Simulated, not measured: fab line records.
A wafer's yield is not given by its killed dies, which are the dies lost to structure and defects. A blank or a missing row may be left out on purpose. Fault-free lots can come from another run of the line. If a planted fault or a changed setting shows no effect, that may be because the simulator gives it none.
Which tool did it? :: flow nandHarc :: Sampling: 24 lots, 72 wafers, 4 of 1159 route steps

== WHAT EACH GAUGE READ, for each wafer ==
NHARC_A_BLC_CD_MEAS_19. Usual: cdNm at 100.4 nm, with a standard deviation of 1.5.
lot: L074
measured: day 17 03:35
on: cdSem-03
cdNm (nm): 101.9 98.2 99.7
flag: 

lot: L075
measured: day 17 15:13
on: cdSem-02
cdNm (nm): 98.6 100.0 99.5
flag: 

lot: L076
measured: day 17 15:37
on: cdSem-02
cdNm (nm): 101.7 100.0 102.2
flag: 

lot: L078
measured: day 17 17:44
on: cdSem-03
cdNm (nm): 98.8 98.7 98.9
flag: 

lot: L077
measured: day 17 20:38
on: cdSem-02
cdNm (nm): 99.5 99.2 100.1
flag: 

lot: L079
measured: day 18 18:08
on: cdSem-02
cdNm (nm): 102.0 103.2 100.8
flag: 

lot: L080
measured: day 19 05:17
on: cdSem-03
cdNm (nm): 100.0 102.5 102.6
flag: 

lot: L081
measured: day 19 07:17
on: cdSem-02
cdNm (nm): 100.1 100.9 99.3
flag: 

lot: L082
measured: day 19 13:19
on: cdSem-03
cdNm (nm): 101.1 99.4 100.1
flag: 

lot: L083
measured: day 19 13:55
on: cdSem-02
cdNm (nm): 98.8 99.6 99.2
flag: 

lot: L085
measured: day 20 01:34
on: cdSem-01
cdNm (nm): 100.3 98.8 100.2
flag: 

lot: L086
measured: day 20 06:01
on: cdSem-01
cdNm (nm): 100.1 102.0 100.4
flag: 

lot: L087
measured: day 20 06:44
on: cdSem-02
cdNm (nm): 101.8 99.9 100.2
flag: 

lot: L089
measured: day 20 15:31
on: cdSem-01
cdNm (nm): 99.4 100.5 100.6
flag: 

lot: L084
measured: day 20 16:41
on: cdSem-01
cdNm (nm): 101.9 101.3 102.6
flag: 

lot: L088
measured: day 21 00:57
on: cdSem-02
cdNm (nm): 97.8 100.3 99.3
flag: 

lot: L090
measured: day 21 03:10
on: cdSem-02
cdNm (nm): 98.6 99.3 101.6
flag: 

lot: L091
measured: day 21 13:47
on: cdSem-02
cdNm (nm): 102.0 104.1 101.8
flag: 

lot: L093
measured: day 22 00:22
on: cdSem-01
cdNm (nm): 102.0 100.8 101.1
flag: 

lot: L094
measured: day 22 01:55
on: cdSem-01
cdNm (nm): 100.0 96.9 99.5
flag: 

lot: L092
measured: day 22 07:26
on: cdSem-02
cdNm (nm): 101.3 99.8 103.4
flag: 

lot: L097
measured: day 22 23:40
on: cdSem-03
cdNm (nm): 101.1 100.0 99.5
flag: 

lot: L095
measured: day 23 02:34
on: cdSem-01
cdNm (nm): 99.9 100.3 98.2
flag: 

lot: L096
measured: day 23 04:05
on: cdSem-03
cdNm (nm): 100.7 100.0 99.6
flag: 

NHARC_A_M0_THK_MEAS_24: measures by xrf. Usual: thkNm at 114.1 nm, with a standard deviation of 1.4.
lot: L074
measured: day 17 12:59
on: filmMetro-01
thkNm (nm): 115.7 116.1 113.0
flag: 

lot: L075
measured: day 17 20:41
on: filmMetro-02
thkNm (nm): 115.7 114.7 114.6
flag: 

lot: L076
measured: day 17 21:08
on: filmMetro-02
thkNm (nm): 113.4 114.3 112.4
flag: 

lot: L078
measured: day 17 23:37
on: filmMetro-02
thkNm (nm): 115.3 115.6 115.4
flag: 

lot: L077
measured: day 18 02:20
on: filmMetro-01
thkNm (nm): 113.1 114.8 112.7
flag: 

lot: L079
measured: day 18 23:31
on: filmMetro-01
thkNm (nm): 115.2 112.8 114.2
flag: 

lot: L080
measured: day 19 14:14
on: filmMetro-02
thkNm (nm): 114.9 111.3 114.9
flag: 

lot: L081
measured: day 19 14:56
on: filmMetro-01
thkNm (nm): 113.0 112.8 114.7
flag: 

lot: L082
measured: day 19 22:12
on: filmMetro-02
thkNm (nm): 116.7 114.9 115.3
flag: 

lot: L083
measured: day 19 22:35
on: filmMetro-02
thkNm (nm): 114.9 113.7 113.7
flag: 

lot: L085
measured: day 20 06:58
on: filmMetro-02
thkNm (nm): 114.2 116.3 116.3
flag: 

lot: L086
measured: day 20 15:50
on: filmMetro-01
thkNm (nm): 114.9 113.6 115.4
flag: 

lot: L087
measured: day 20 16:35
on: filmMetro-01
thkNm (nm): 113.7 113.6 114.1
flag: 

lot: L089
measured: day 21 01:52
on: filmMetro-02
thkNm (nm): 112.8 112.0 112.8
flag: 

lot: L084
measured: day 21 02:17
on: filmMetro-02
thkNm (nm): 114.1 115.4 115.8
flag: 

lot: L088
measured: day 21 06:31
on: filmMetro-01
thkNm (nm): 113.4 115.0 115.0
flag: 

lot: L090
measured: day 21 13:19
on: filmMetro-02
thkNm (nm): 113.1 113.8 115.2
flag: 

lot: L091
measured: day 22 02:37
on: filmMetro-02
thkNm (nm): 116.4 111.9 113.2
flag: 

lot: L093
measured: day 22 08:38
on: filmMetro-01
thkNm (nm): 112.5 111.7 111.5
flag: 

lot: L094
measured: day 22 09:54
on: filmMetro-01
thkNm (nm): 113.5 114.6 114.9
flag: 

lot: L092
measured: day 22 17:55
on: filmMetro-02
thkNm (nm): 112.5 112.8 114.5
flag: 

lot: L097
measured: day 23 05:07
on: filmMetro-01
thkNm (nm): 114.8 111.9 112.5
flag: 

lot: L095
measured: day 23 07:59
on: filmMetro-01
thkNm (nm): 115.8 112.5 113.1
flag: 

lot: L096
measured: day 23 09:53
on: filmMetro-02
thkNm (nm): 113.9 110.6 113.5
flag: 

NHARC_A_M1_CD_MEAS_16. Usual: cdNm at 119.7 nm, with a standard deviation of 0.68.
lot: L074
measured: day 17 14:55
on: cdSem-02
cdNm (nm): 120.7 120.7 120.3
flag: 

lot: L075
measured: day 17 22:37
on: cdSem-03
cdNm (nm): 120.2 119.4 119.6
flag: 

lot: L076
measured: day 17 23:16
on: cdSem-03
cdNm (nm): 120.0 119.8 120.4
flag: 

lot: L078
measured: day 18 01:40
on: cdSem-01
cdNm (nm): 120.2 119.0 119.1
flag: 

lot: L077
measured: day 18 04:16
on: cdSem-03
cdNm (nm): 119.3 119.4 119.4
flag: 

lot: L079
measured: day 19 01:32
on: cdSem-02
cdNm (nm): 119.8 120.0 119.6
flag: 

lot: L080
measured: day 19 16:17
on: cdSem-01
cdNm (nm): 120.8 121.3 119.8
flag: 

lot: L081
measured: day 19 16:58
on: cdSem-02
cdNm (nm): 120.5 119.7 120.1
flag: 

lot: L082
measured: day 20 00:13
on: cdSem-03
cdNm (nm): 120.3 119.7 119.1
flag: 

lot: L083
measured: day 20 00:31
on: cdSem-03
cdNm (nm): 119.4 120.0 119.7
flag: 

lot: L085
measured: day 20 09:01
on: cdSem-02
cdNm (nm): 118.8 119.1 118.8
flag: 

lot: L086
measured: day 20 17:46
on: cdSem-02
cdNm (nm): 118.9 118.1 119.3
flag: 

lot: L087
measured: day 20 18:29
on: cdSem-02
cdNm (nm): 119.6 120.6 119.6
flag: 

lot: L089
measured: day 21 04:04
on: cdSem-03
cdNm (nm): 119.4 119.4 119.5
flag: 

lot: L084
measured: day 21 04:20
on: cdSem-01
cdNm (nm): 120.3 119.8 119.2
flag: 

lot: L088
measured: day 21 08:29
on: cdSem-02
cdNm (nm): 119.9 120.8 120.7
flag: 

lot: L090
measured: day 21 15:12
on: cdSem-03
cdNm (nm): 118.8 119.9 120.0
flag: 

lot: L091
measured: day 22 04:32
on: cdSem-03
cdNm (nm): 119.8 120.6 120.1
flag: 

lot: L093
measured: day 22 10:40
on: cdSem-01
cdNm (nm): 119.3 118.4 119.2
flag: 

lot: L094
measured: day 22 11:56
on: cdSem-01
cdNm (nm): 119.5 119.9 120.2
flag: 

lot: L092
measured: day 22 20:06
on: cdSem-03
cdNm (nm): 119.8 118.8 118.7
flag: 

lot: L097
measured: day 23 07:10
on: cdSem-02
cdNm (nm): 120.4 120.2 121.0
flag: 

lot: L095
measured: day 23 10:02
on: cdSem-02
cdNm (nm): 119.2 119.3 118.6
flag: 

lot: L096
measured: day 23 11:56
on: cdSem-02
cdNm (nm): 120.3 119.3 119.1
flag: 

== WHAT TOOL EACH LOT RAN ON (gives the tool, then ch and the chambers of the sampled wafers, and finally the start) ==
lot: L074
NHARC_A_M0_PRE_CLEAN_29: pvdSputter-01, day 17 12:59 or earlier

lot: L075
NHARC_A_M0_PRE_CLEAN_29: pvdSputter-03, day 17 20:41 or earlier

lot: L076
NHARC_A_M0_PRE_CLEAN_29: pvdSputter-02, day 17 21:08 or earlier

lot: L078
NHARC_A_M0_PRE_CLEAN_29: pvdSputter-01, day 17 23:37 or earlier

lot: L077
NHARC_A_M0_PRE_CLEAN_29: pvdSputter-01, day 18 02:20 or earlier

lot: L079
NHARC_A_M0_PRE_CLEAN_29: pvdSputter-02, day 18 23:31 or earlier

lot: L080
NHARC_A_M0_PRE_CLEAN_29: pvdSputter-01, day 19 14:14 or earlier

lot: L081
NHARC_A_M0_PRE_CLEAN_29: pvdSputter-02, day 19 14:56 or earlier

lot: L082
NHARC_A_M0_PRE_CLEAN_29: pvdSputter-01, day 19 22:12 or earlier

lot: L083
NHARC_A_M0_PRE_CLEAN_29: pvdSputter-02, day 19 22:35 or earlier

lot: L085
NHARC_A_M0_PRE_CLEAN_29: pvdSputter-01, day 20 06:58 or earlier

lot: L086
NHARC_A_M0_PRE_CLEAN_29: pvdSputter-01, day 20 15:50 or earlier

lot: L087
NHARC_A_M0_PRE_CLEAN_29: pvdSputter-03, day 20 16:35 or earlier

lot: L089
NHARC_A_M0_PRE_CLEAN_29: pvdSputter-03, day 21 01:52 or earlier

lot: L084
NHARC_A_M0_PRE_CLEAN_29: pvdSputter-01, day 21 02:17 or earlier

lot: L088
NHARC_A_M0_PRE_CLEAN_29: pvdSputter-03, day 21 06:31 or earlier

lot: L090
NHARC_A_M0_PRE_CLEAN_29: pvdSputter-01, day 21 13:19 or earlier

lot: L091
NHARC_A_M0_PRE_CLEAN_29: pvdSputter-01, day 22 02:37 or earlier

lot: L093
NHARC_A_M0_PRE_CLEAN_29: pvdSputter-02, day 22 08:38 or earlier

lot: L094
NHARC_A_M0_PRE_CLEAN_29: pvdSputter-03, day 22 09:54 or earlier

lot: L092
NHARC_A_M0_PRE_CLEAN_29: pvdSputter-03, day 22 17:55 or earlier

lot: L097
NHARC_A_M0_PRE_CLEAN_29: pvdSputter-03, day 23 05:07 or earlier

lot: L095
NHARC_A_M0_PRE_CLEAN_29: pvdSputter-01, day 23 07:59 or earlier

lot: L096
NHARC_A_M0_PRE_CLEAN_29: pvdSputter-02, day 23 09:53 or earlier
- NHARC_A_M0_PRE_CLEAN_29: time 30 s.

== AS READ BY THE TOOLS THEMSELVES (means over the sampled wafers that have a number; for cases with no such wafer, the mark the record gives instead) ==
NHARC_A_M0_PRE_CLEAN_29. Usual: heaterPowerW at 406 W, with a standard deviation of 42.
lot: L074
tool: pvdSputter-01
heaterPowerW (W): 369
flag: 

lot: L075
tool: pvdSputter-03
heaterPowerW (W): 440
flag: 

lot: L076
tool: pvdSputter-02
heaterPowerW (W): 395
flag: 

lot: L078
tool: pvdSputter-01
heaterPowerW (W): 405
flag: 

lot: L077
tool: pvdSputter-01
heaterPowerW (W): 366
flag: 

lot: L079
tool: pvdSputter-02
heaterPowerW (W): 374
flag: 

lot: L080
tool: pvdSputter-01
heaterPowerW (W): 372
flag: 

lot: L081
tool: pvdSputter-02
heaterPowerW (W): 410
flag: 

lot: L082
tool: pvdSputter-01
heaterPowerW (W): 391
flag: 

lot: L083
tool: pvdSputter-02
heaterPowerW (W): 393
flag: 

lot: L085
tool: pvdSputter-01
heaterPowerW (W): 387
flag: 

lot: L086
tool: pvdSputter-01
heaterPowerW (W): 400
flag: 

lot: L087
tool: pvdSputter-03
heaterPowerW (W): 460
flag: 

lot: L089
tool: pvdSputter-03
heaterPowerW (W): 443
flag: 

lot: L084
tool: pvdSputter-01
heaterPowerW (W): 390
flag: 

lot: L088
tool: pvdSputter-03
heaterPowerW (W): 463
flag: 

lot: L090
tool: pvdSputter-01
heaterPowerW (W): 379
flag: 

lot: L091
tool: pvdSputter-01
heaterPowerW (W): 389
flag: 

lot: L093
tool: pvdSputter-02
heaterPowerW (W): 401
flag: 

lot: L094
tool: pvdSputter-03
heaterPowerW (W): 458
flag: 

lot: L092
tool: pvdSputter-03
heaterPowerW (W): 486
flag: 

lot: L097
tool: pvdSputter-03
heaterPowerW (W): 464
flag: 

lot: L095
tool: pvdSputter-01
heaterPowerW (W): 385
flag: 

lot: L096
tool: pvdSputter-02
heaterPowerW (W): 396
flag: 

== THE ANSWER, worked out from the rows above alone ==
Rule: take the mean of a lot's wafers that have a number; if it is more than 3 standard deviations from the usual mean, the lot is off. A lot without any number at a reading at which 4 lots or more have one is off too. The other lots that the step has rows for count as sound. First the gauges in route order, then the tools' own readings, where a lot's mean is used as printed above. The first step at which some lot is off is used, and at that step the reading that is off furthest; a lot without a number counts as furthest.
Nothing can be told from this: no lot is off at any reading shown.

== WHAT THE SIMULATOR HAD PUT IN ==
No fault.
